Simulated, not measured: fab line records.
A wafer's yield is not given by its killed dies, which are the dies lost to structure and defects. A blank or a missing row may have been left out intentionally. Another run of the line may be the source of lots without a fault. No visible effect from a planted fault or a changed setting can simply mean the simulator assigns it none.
fab line records | flow nand_harc
record lots=5 | wafers=14 | last_day=24
route steps=1159 shown A_BLC@989 A_M0@994
lots that met no fault: from a run of the same line without faults
start_h: hours from the record's first day to the start of the lot's first wafer shown | wait_h: time in hours since the lot's previous step | " as in the row above | L1.1+2: a single row standing in for several wafers | - either no value or no given start | * or withheld: withheld | < > ~ a bound
route shown NAME@n: a module of which the file shows steps, and the number in the route of the first | usual: average and standard deviation across the fault-free wafers | same: alike in all rows | chamber/n: place in a boat | sites: readings site by site | _std_site: standard deviation across them | _edge_site: mean of outer sites minus mean of inner sites | radius_mm: for every site, how far away it sits from the centre of the wafer | mask NAME#n: copy n | behind: tool/chamber where the wafer was last shaped | hold: why the lot was held/for how many hours/how that ended | device: transistor that didn't switch, given as n, p or np | end of line: the tests these same wafers got at the end of their route | a step without rows: its recipe alone | killed: count of dies lost to structure and defects at first sort (not the wafer's yield) | map: a wafer's dies, marking killed ones x, the rest . and places with no die _
set.NAME: setting as actually run; set.NAME@STEP: the setting as run at that earlier step | model.NAME: the simulator's own value behind a step, which no gauge read
lots at selected steps of the route; one table per step, one row per wafer
services: the hour from which a tool's chamber was out of use, counted from the record's first day as start_h (under 0 if before that day), plus the number of hours and why
## steps
# step NHARC_A_BLC_CVD_24
# recipe target_thk_a=1500 | temp_c=300 | pressure_torr=40 | wf6_flow_sccm=40 | h2_flow_sccm=1600 | ar_flow_sccm=1560 | time_s=434 | material=W
# usual heater_power_w=475/17 | mfc_h2_sccm=1600/5.4 | throttle_valve_pct=8.1/0.32
lot.wafer | tool     | chamber | start_h | wait_h | heater_power_w | mfc_h2_sccm | throttle_valve_pct
L922.4    | cvd_w-01 | 1       | -       | -      | 468            | 1596        | 8.4
L922.5    | "        | 1       | "       | "      | 477            | 1600        | 8.4
L922.6    | "        | 1       | "       | "      | 466            | 1600        | 8.6
L931.2    | cvd_w-02 | 0       | -       | -      | 459            | 1592        | 8.1
L931.4    | "        | 1       | "       | "      | 495            | 1598        | 8.4
L931.3    | "        | 0       | "       | "      | 454            | 1595        | 8.0
L932.2    | cvd_w-02 | 0       | -       | -      | 463            | 1597        | 8.0
L932.1    | "        | 1       | "       | "      | 506            | 1596        | 8.2
L932.3    | "        | 1       | "       | "      | 499            | 1602        | 8.1
L934.4    | cvd_w-01 | 1       | -       | -      | 476            | 1600        | 8.5
L934.5    | "        | 1       | "       | "      | 453            | 1599        | 8.2
L943.1    | cvd_w-02 | 1       | -       | -      | 509            | 1597        | 8.3
L943.2    | "        | 0       | "       | "      | 452            | 1592        | 8.2
L943.4    | "        | 0       | "       | "      | 461            | 1594        | 8.3
# step NHARC_A_BLC_CMP_25
# recipe t_overpolish_s=30 | target_thk_nm=150
# usual motor_current_A=11.8/1.3 | overpolish_run_s=30.000/0.0087 | time_to_endpoint_s=30.3/2.6
lot.wafer | tool   | chamber | start_h | wait_h | motor_current_A | overpolish_run_s | time_to_endpoint_s
L922.4    | cmp-02 | 0       | 398.26  | 0.4    | 12.5            | 30.005           | 32.4
L922.6    | "      | 0       | "       | "      | 12.3            | 29.997           | 32.6
L922.5    | "      | 1       | "       | "      | 13.2            | 29.991           | 33.3
L931.4    | cmp-01 | 1       | 448.41  | 0.3    | 13.9            | 30.007           | 30.2
L931.3    | "      | 2       | "       | "      | 14.2            | 30.006           | 25.9
L931.2    | "      | 3       | "       | "      | 12.2            | 30.010           | 27.8
L932.2    | cmp-03 | 3       | 457.66  | 0.5    | 11.6            | 30.010           | 29.3
L932.3    | "      | 0       | "       | "      | 12.2            | 29.996           | 24.2
L932.1    | "      | 1       | "       | "      | 10.6            | 30.004           | 27.9
L934.4    | cmp-01 | 1       | 468.87  | 0.3    | 13.5            | 29.980           | 27.5
L934.5    | "      | 1       | "       | "      | 12.8            | 29.987           | 31.0
L943.4    | cmp-01 | 0       | 531.88  | 0.2    | 10.8            | 30.001           | 34.2
L943.2    | "      | 1       | "       | "      | 13.3            | 29.991           | 28.6
L943.1    | "      | 2       | "       | "      | 14.3            | 30.011           | 28.6
# step NHARC_A_BLC_SRD_27
# step NHARC_A_BLC_INSPECT_28
# usual raw_defect_count=424/110
lot.wafer | tool              | chamber | start_h | wait_h | raw_defect_count
L922.4    | defect_inspect-01 | -       | 398.67  | 0.1    | 473
L922.5    | "                 | -       | "       | "      | 579
L922.6    | "                 | -       | "       | "      | 408
L931.2    | defect_inspect-01 | -       | 448.82  | 0.1    | 280
L931.3    | "                 | -       | "       | "      | 338
L931.4    | "                 | -       | "       | "      | 294
L932.1    | defect_inspect-02 | -       | 458.03  | 0.1    | 430
L932.2    | "                 | -       | "       | "      | 439
L932.3    | "                 | -       | "       | "      | 339
L934.4    | defect_inspect-01 | -       | 469.31  | 0.1    | 441
L934.5    | "                 | -       | "       | "      | 523
L943.1    | defect_inspect-01 | -       | 532.28  | 0.1    | 442
L943.2    | "                 | -       | "       | "      | 800
L943.4    | "                 | -       | "       | "      | 733
# step NHARC_A_M0_DEP_00
# recipe target_thk_a=1500 | target_thk_nm=150 | temp_c=withheld | pressure_torr=5 | flow_sccm=200 | rf_w=600 | material=SiOC
# step NHARC_A_M0_DEHYDRATE_01
# recipe temp_c=150 | time_s=120
# step NHARC_A_M0_HMDS_02
# recipe time_s=30
# step NHARC_A_M0_COAT_33
# recipe temp_c=200 | time_s=65
# step NHARC_A_M0_COAT_03
# recipe spin_rpm=1500 | resist_thk_nm=90
# step NHARC_A_M0_SOFTBAKE_04
# recipe temp_c=105 | time_s=55
# step NHARC_A_M0_EBR_05
# step NHARC_A_M0_EXPOSE_06
# recipe na=1.35 | target_cd_nm=80 | dose_mj=83.25 | mask_id=A_M0
# usual stage_vel_mm_s=500.07/0.26
lot.wafer | tool            | chamber | start_h | wait_h | mask   | stage_vel_mm_s
L922.4    | arfi_scanner-02 | 0       | 399.44  | -      | A_M0#0 | 499.98
L922.5    | "               | 0       | "       | "      | A_M0#0 | 499.97
L922.6    | "               | 0       | "       | "      | A_M0#0 | 500.10
L931.2    | arfi_scanner-03 | 0       | 449.73  | -      | A_M0#0 | 500.05
L931.3    | "               | 0       | "       | "      | A_M0#0 | 499.97
L931.4    | "               | 0       | "       | "      | A_M0#0 | 500.09
L932.1    | arfi_scanner-02 | 0       | 458.67  | -      | A_M0#0 | 500.18
L932.2    | "               | 0       | "       | "      | A_M0#0 | 500.13
L932.3    | "               | 0       | "       | "      | A_M0#0 | 500.34
L934.4    | arfi_scanner-02 | 0       | 469.96  | -      | A_M0#0 | 500.10
L934.5    | "               | 0       | "       | "      | A_M0#0 | 500.08
L943.1    | arfi_scanner-01 | 0       | 533.05  | -      | A_M0#0 | 500.10
L943.2    | "               | 0       | "       | "      | A_M0#0 | 499.82
L943.4    | "               | 0       | "       | "      | A_M0#0 | 500.26
# step NHARC_A_M0_PEB_07
# recipe peb_temp_c=100 | peb_time_s=65
# step NHARC_A_M0_DEVELOP_08
# recipe develop_time_s=35 | dev_temp_c=23
# step NHARC_A_M0_CD_MEAS_09
# recipe target_cd_nm=80 | landing_energy_ev=500
# usual cd_nm=80.0/0.72
lot.wafer | tool      | chamber | start_h | wait_h | cd_nm
L922.4    | cd_sem-03 | 0       | 399.58  | -      | 79.9
L922.5    | "         | 0       | "       | "      | 79.9
L922.6    | "         | 0       | "       | "      | 79.5
L931.2    | cd_sem-02 | 0       | 449.87  | -      | 80.7
L931.3    | "         | 0       | "       | "      | 80.9
L931.4    | "         | 0       | "       | "      | 81.7
L932.1    | cd_sem-03 | 0       | 458.81  | -      | 79.4
L932.2    | "         | 0       | "       | "      | 80.6
L932.3    | "         | 0       | "       | "      | 81.2
L934.4    | cd_sem-03 | 0       | 470.09  | -      | 79.2
L934.5    | "         | 0       | "       | "      | 70.2
L943.1    | cd_sem-01 | 0       | 533.18  | -      | 79.8
L943.2    | "         | 0       | "       | "      | 78.9
L943.4    | "         | 0       | "       | "      | 79.9
# step NHARC_A_M0_OVL_MEAS_10
# recipe pitch_nm=160
# usual overlay_x_nm=0.0/1 | overlay_y_nm=-0.1/0.77
lot.wafer | tool       | chamber | start_h | wait_h | overlay_x_nm | overlay_y_nm
L922.4    | overlay-02 | -       | 399.66  | -      | 0.0          | 1.4
L922.5    | "          | -       | "       | "      | -0.4         | 2.0
L922.6    | "          | -       | "       | "      | -0.3         | 1.7
L931.2    | overlay-02 | -       | 449.95  | -      | -1.2         | 0.4
L931.3    | "          | -       | "       | "      | -1.7         | 0.1
L931.4    | "          | -       | "       | "      | -1.0         | 0.9
L932.1    | overlay-01 | -       | 458.90  | -      | -0.4         | 0.5
L932.2    | "          | -       | "       | "      | 0.0          | 0.4
L932.3    | "          | -       | "       | "      | -0.4         | 0.5
L934.4    | overlay-02 | -       | 470.18  | -      | -0.2         | 0.6
L934.5    | "          | -       | "       | "      | 0.3          | 0.3
L943.1    | overlay-01 | -       | 533.27  | -      | 2.0          | -0.7
L943.2    | "          | -       | "       | "      | 2.0          | -0.9
L943.4    | "          | -       | "       | "      | 2.1          | -0.5
# step NHARC_A_M0_INSPECT_11
# usual raw_defect_count=29/13
lot.wafer | tool              | chamber | start_h | wait_h | raw_defect_count
L922.4    | defect_inspect-02 | -       | 399.70  | 0.0    | 15
L922.5    | "                 | -       | "       | "      | 6
L922.6    | "                 | -       | "       | "      | 10
L931.2    | defect_inspect-01 | -       | 449.99  | 0.0    | 42
L931.3    | "                 | -       | "       | "      | 33
L931.4    | "                 | -       | "       | "      | 27
L932.1    | defect_inspect-02 | -       | 458.93  | 0.0    | 51
L932.2    | "                 | -       | "       | "      | 34
L932.3    | "                 | -       | "       | "      | 42
L934.4    | defect_inspect-01 | -       | 470.21  | 0.0    | 44
L934.5    | "                 | -       | "       | "      | 51
L943.1    | defect_inspect-02 | -       | 533.31  | 0.0    | 28
L943.2    | "                 | -       | "       | "      | 19
L943.4    | "                 | -       | "       | "      | 25
# step NHARC_A_M0_DESCUM_14
# recipe time_s=3 | o2_flow_sccm=200 | ar_flow_sccm=0 | bias_power_w=0 | chemistry=O2
# usual drypump_motor_current_A=5.9/0.61 | oes_product_au=0.995/0.011 | rf_vpp_V=57.8/0.75 | showerhead_plenum_p_Torr=1.94/0.068 | throttle_valve_pct=11.312/0.0081
lot.wafer | tool        | chamber | start_h | wait_h | drypump_motor_current_A | oes_product_au | rf_hours_counter_h | rf_vpp_V | showerhead_plenum_p_Torr | throttle_valve_pct | model.A_M0.cd_nm
L922.4    | rie_diel-05 | 2       | 399.77  | 0.1    | 5.0                     | 0.990          | 3                  | 57.8     | 1.87                     | 11.310             | 80.6
L922.6    | "           | 1       | "       | "      | 6.4                     | 1.009          | -                  | 57.1     | 1.95                     | 11.304             | 79.57
L922.5    | "           | 2       | "       | "      | 5.0                     | 0.985          | -                  | 58.4     | 1.87                     | 11.312             | 81.07
L931.4    | rie_diel-01 | 1       | 450.06  | 0.1    | 6.3                     | 0.985          | 9                  | 58.3     | 2.00                     | 11.316             | 82.05
L931.2    | "           | 2       | "       | "      | 4.8                     | 0.998          | 9                  | 57.9     | 1.88                     | 11.307             | 80.55
L931.3    | "           | 3       | "       | "      | 6.5                     | 1.001          | 9                  | 57.1     | 1.82                     | 11.316             | 80.59
L932.3    | rie_diel-01 | 3       | 459.00  | 0.1    | 6.5                     | 1.008          | 10                 | 58.7     | 1.82                     | 11.320             | 80.73
L932.1    | "           | 1       | "       | "      | 6.3                     | 0.983          | 9                  | 58.0     | 2.00                     | 11.317             | 79.88
L932.2    | "           | 2       | "       | "      | 4.9                     | 0.993          | 10                 | 57.3     | 1.88                     | 11.316             | 80.35
L934.4    | rie_diel-01 | 2       | 470.28  | 0.1    | 4.8                     | 1.001          | 10                 | 56.9     | 1.88                     | 11.315             | 78.99
L934.5    | "           | 2       | "       | "      | 4.9                     | 0.997          | -                  | 57.3     | 1.88                     | 11.316             | 70.07
L943.2    | rie_diel-05 | 0       | 533.37  | 0.1    | 6.0                     | 0.992          | 0                  | 58.8     | 1.98                     | 11.311             | 79.23
L943.4    | "           | 1       | "       | "      | 6.4                     | 0.981          | 0                  | 59.4     | 1.95                     | 11.308             | 79.12
L943.1    | "           | 3       | "       | "      | 5.2                     | 0.995          | 0                  | 59.4     | 1.99                     | 11.307             | 79.41
# step NHARC_A_M0_ETCH_34
# recipe target_depth_a=400 | overetch_a=120 | time_s=43.94 | ion_energy_ev=200 | n2_flow_sccm=150 | h2_flow_sccm=150 | ar_flow_sccm=0 | rf_w=400 | bias_w=150 | chemistry=N2/H2
# usual drypump_motor_current_A=6.0/0.59 | h2_flow_sccm=149.9/0.47 | oes_product_au=0.997/0.01 | rf_vpp_V=431.3/2.1 | showerhead_plenum_p_Torr=2.07/0.075 | throttle_valve_pct=14.172/0.0091
lot.wafer | tool        | chamber | start_h | wait_h | drypump_motor_current_A | h2_flow_sccm | oes_product_au | rf_hours_counter_h | rf_vpp_V | showerhead_plenum_p_Torr | throttle_valve_pct
L922.4    | rie_diel-05 | 1       | 399.85  | 0.1    | 6.4                     | 149.5        | 1.005          | 4                  | 432.4    | 2.08                     | 14.186
L922.5    | "           | 3       | "       | "      | 5.2                     | 150.1        | 0.980          | -                  | 433.1    | 2.13                     | 14.159
L922.6    | "           | 0       | "       | "      | 6.1                     | 150.8        | 0.993          | -                  | 432.9    | 2.12                     | 14.173
L931.2    | rie_diel-01 | 3       | 450.14  | 0.1    | 6.5                     | 149.8        | 1.004          | 9                  | 428.5    | 1.94                     | 14.174
L931.3    | "           | 0       | "       | "      | 6.4                     | 150.7        | 0.995          | 9                  | 433.8    | 2.14                     | 14.159
L931.4    | "           | 1       | "       | "      | 6.3                     | 149.7        | 0.990          | 9                  | 434.1    | 2.14                     | 14.171
L932.1    | rie_diel-01 | 3       | 459.08  | 0.1    | 6.4                     | 150.6        | 1.012          | 10                 | 425.9    | 1.94                     | 14.166
L932.2    | "           | 1       | "       | "      | 6.3                     | 150.7        | 0.995          | 9                  | 433.3    | 2.14                     | 14.170
L932.3    | "           | 2       | "       | "      | 4.9                     | 149.6        | 1.000          | 10                 | 432.3    | 2.00                     | 14.161
L934.4    | rie_diel-01 | 1       | 470.85  | 0.6    | 6.3                     | 148.7        | 1.001          | 10                 | 432.7    | 2.14                     | 14.170
L934.5    | "           | 1       | "       | "      | 6.3                     | 149.8        | 0.996          | -                  | 433.3    | 2.14                     | 14.176
L943.1    | rie_diel-05 | 3       | 533.46  | 0.1    | 5.2                     | 150.0        | 0.991          | 0                  | 432.7    | 2.13                     | 14.177
L943.4    | "           | 0       | "       | "      | 6.1                     | 149.8        | 1.004          | 0                  | 433.6    | 2.11                     | 14.173
L943.2    | "           | 1       | "       | "      | 6.4                     | 150.7        | 0.988          | 0                  | 430.6    | 2.08                     | 14.165
# step NHARC_A_M0_ETCH_15
# recipe target_depth_a=1500 | overetch_a=150 | time_s=82.5 | c4f8_flow_sccm=withheld | ar_flow_sccm=400 | rf_w=600 | bias_w=300 | chemistry=C4F8/Ar
# usual oes_product_au=0.946/0.023 | rf_vpp_V=441.4/2.3
lot.wafer | tool        | chamber | start_h | wait_h | oes_product_au | rf_hours_counter_h | rf_vpp_V | model.A_M0.cd_nm
L922.4    | rie_diel-05 | 2       | -       | -      | 0.914          | 3                  | 436.6    | 80.23
L922.5    | "           | 1       | "       | "      | 0.931          | -                  | 442.4    | 81.39
L922.6    | "           | 2       | "       | "      | 0.911          | -                  | 438.8    | 79
L931.2    | rie_diel-01 | 1       | -       | -      | 0.914          | 9                  | 443.8    | 80.19
L931.4    | "           | 3       | "       | "      | 0.929          | 9                  | 437.4    | 81.89
L931.3    | "           | 0       | "       | "      | 0.927          | 9                  | 443.0    | 80.24
L932.1    | rie_diel-01 | 3       | -       | -      | 0.932          | 10                 | 437.6    | 79.53
L932.2    | "           | 0       | "       | "      | 0.935          | 9                  | 444.3    | 80.17
L932.3    | "           | 1       | "       | "      | 0.920          | 9                  | 444.3    | 80.51
L934.4    | rie_diel-01 | 3       | -       | -      | 0.934          | 10                 | 438.8    | 79
L934.5    | "           | 1       | "       | "      | 0.923          | -                  | 442.2    | 70.04
L943.4    | rie_diel-05 | 1       | -       | -      | 0.951          | 0                  | 441.6    | 78.75
L943.1    | "           | 2       | "       | "      | 0.967          | 0                  | 439.2    | 79.69
L943.2    | "           | 0       | "       | "      | 0.971          | 0                  | 443.1    | 79.27
# step NHARC_A_M0_CD_MEAS_16
# usual cd_nm=80.0/0.8
lot.wafer | tool      | chamber | start_h | wait_h | cd_nm
L922.4    | cd_sem-01 | -       | 400.06  | -      | 80.3
L922.5    | "         | -       | "       | "      | 81.2
L922.6    | "         | -       | "       | "      | 79.0
L931.2    | cd_sem-03 | -       | 450.36  | -      | 80.0
L931.3    | "         | -       | "       | "      | 80.2
L931.4    | "         | -       | "       | "      | 81.7
L932.1    | cd_sem-01 | -       | 459.30  | -      | 79.5
L932.2    | "         | -       | "       | "      | 80.2
L932.3    | "         | -       | "       | "      | 80.6
L934.4    | cd_sem-02 | -       | 471.06  | -      | 78.8
L934.5    | "         | -       | "       | "      | 70.3
L943.1    | cd_sem-02 | -       | 533.67  | -      | 79.9
L943.2    | "         | -       | "       | "      | 79.5
L943.4    | "         | -       | "       | "      | 78.9
## services
tool            | chamber | start_h | hours | kind
cvd_w-02        | -       | 376.13  | 13.0  | pm
rie_diel-05     | 0       | 387.95  | 11.7  | repair
cmp-01          | -       | 401.01  | 2.1   | repair
cmp-02          | -       | 403.79  | 0.5   | repair
arfi_scanner-03 | -       | 404.10  | 0.2   | repair
rie_diel-01     | 1       | 405.93  | 4.3   | repair
cmp-01          | -       | 406.06  | 4.0   | pm
cmp-02          | -       | 422.54  | 4.0   | pm
arfi_scanner-02 | -       | 428.00  | 4.0   | pm
rie_diel-05     | 0       | 429.66  | 2.4   | repair
arfi_scanner-02 | -       | 436.36  | 17.2  | repair
cmp-02          | -       | 448.51  | 0.5   | repair
cmp-01          | -       | 461.41  | 0.5   | repair
cvd_w-02        | 1       | 463.82  | 11.1  | repair
arfi_scanner-01 | -       | 467.87  | 0.2   | repair
cmp-03          | -       | 470.80  | 4.0   | pm
cvd_w-01        | -       | 479.25  | 13.0  | pm
arfi_scanner-03 | -       | 484.00  | 4.0   | pm
cmp-01          | -       | 485.91  | 0.7   | repair
rie_diel-01     | -       | 491.84  | 9.0   | pm
cvd_w-01        | -       | 500.42  | 1.0   | repair
cmp-01          | -       | 504.06  | 4.0   | pm
rie_diel-05     | -       | 517.72  | 9.0   | pm
rie_diel-01     | 3       | 530.24  | 20.2  | repair
## key
first_sign step=NHARC_A_M0_CD_MEAS_09 | reading=cd_nm | direction=down | sigmas=14 | usual=80.0 | struck=70.2
effect step=NHARC_A_M0_CD_MEAS_16 | reading=cd_nm | direction=down | sigmas=12 | usual=80.0 | struck=70.3
model_effect step=NHARC_A_M0_DESCUM_14 | value=A_M0.cd_nm | without=79.87 | struck=70.07
model_effect step=NHARC_A_M0_ETCH_15 | value=A_M0.cd_nm | without=79.84 | struck=70.04
met_at NHARC_A_M0_EXPOSE_06
struck_wafers L934.5
sort_left_out L934.5
onset_between 458.67 469.96
fault kind=process_parameter_drift | tool=arfi_scanner-02 | chamber=- | onset_h=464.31 | steps=NHARC_A_M0_EXPOSE_06 | channel=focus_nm | offset=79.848 | shape=step | end_h=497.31 | scope=struck_wafers_only
# sort_left_out: the simulated sort isn't trusted on such a fault, so these wafers' sort isn't shown, and their yield isn't known
